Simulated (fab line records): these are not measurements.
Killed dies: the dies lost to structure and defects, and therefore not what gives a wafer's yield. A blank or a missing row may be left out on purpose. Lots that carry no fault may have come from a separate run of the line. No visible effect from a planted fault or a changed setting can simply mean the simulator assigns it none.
Chamber matching	flow nandHarc	rieDiel-11 running NHARC_A_STAIRCASE_TRIM_20: 4 sister chambers
The step chemistry O2, time 211.2 s. 8 wafers are shown with their chamber, then 7 later ones without.

== WAFERS WITH THEIR CHAMBER ==
wafer	chamber	drypumpMotorCurrentA (A)	oesProductAu (a.u.)
L079.5	1	5.4	1.006
L081.2	1	5.4	1.007
L081.4	3	5.4	1.011
L084.2	0	5.6	0.992
L084.3	2	6.4	1.008
L084.6	3	5.4	1.002
L091.2	0	5.5	0.989
L091.4	2	6.4	0.988

== WAFERS WHOSE CHAMBER IS MISSING ==
wafer	drypumpMotorCurrentA (A)	oesProductAu (a.u.)
L091.5	5.4	1.000
L095.1	5.5	1.003
L095.3	5.6	0.991
L095.4	6.4	1.003
L096.2	5.4	1.008
L096.4	6.4	0.999
L096.6	5.4	1.003

== WHICH CHAMBER EACH WENT THROUGH ==
wafer	from the rows above	in truth
L091.5	can't be placed: 1 or 3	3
L095.1	can't be placed: 0 or 1 or 3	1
L095.3	0	0
L095.4	2	2
L096.2	can't be placed: 1 or 3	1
L096.4	2	2
L096.6	can't be placed: 1 or 3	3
Placed correctly: 3 of 7. Can't be placed from these rows: 4 (the true chamber is among the candidates in 4). 0 placed wrongly.
How it was worked out, from the rows above alone: a wafer's distance from a chamber is the root of the sum, over the readings, of the square of ((its reading less the chamber's mean) divided by the reading's scatter). If the next closest chamber is less than 2 further off than the closest, the wafer can't be placed; otherwise it belongs to the closest. For every chamber, the mean is computed from those of its wafers that are shown. The scatter: the root of (the sum of the squares of (reading less its chamber's mean) over the shown wafers, divided by (wafers less chambers)).
